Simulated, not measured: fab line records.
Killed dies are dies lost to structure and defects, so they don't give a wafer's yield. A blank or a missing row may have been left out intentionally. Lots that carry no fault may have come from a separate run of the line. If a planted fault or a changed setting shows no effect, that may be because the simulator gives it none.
Matching of chambers	flow n5-finfet	4 sister chambers for N5_GATE_CUT_STRIP_42 on rie-diel-05
The step strips in O2. 4 wafers are shown with their chamber, then 7 later ones without.

WAFERS PAIRED WITH THEIR CHAMBERS
wafer	chamber	showerhead-plenum-p-Torr (Torr)
L081.1	0	2.06
L081.4	3	2.10
L091.1	2	2.18
L091.2	1	2.16

WAFERS MISSING THEIR CHAMBER
wafer	showerhead-plenum-p-Torr (Torr)
L091.6	2.09
L092.1	2.09
L092.2	2.16
L092.6	2.09
L096.2	2.05
L096.4	2.09
L096.5	2.05

WHICH CHAMBER EACH ONE RAN IN
wafer	from the rows above	in truth
L091.6	3	3
L092.1	3	3
L092.2	1	1
L092.6	3	3
L096.2	0	0
L096.4	3	3
L096.5	0	0
Placed correctly: 7 of 7. Not placeable from these rows: 0. Placed wrongly: 0.
How it was worked out, from the rows above alone: a wafer's distance from a chamber is the root of the sum, over the readings, of the square of ((its reading less the chamber's mean) divided by the reading's scatter). If the next closest chamber is less than 2 further off than the closest, the wafer can't be placed; otherwise it belongs to the closest. A chamber's mean is the mean of its shown wafers. The scatter: root of mean squared gap, hidden wafer to nearest shown wafer, with one shown wafer a chamber.
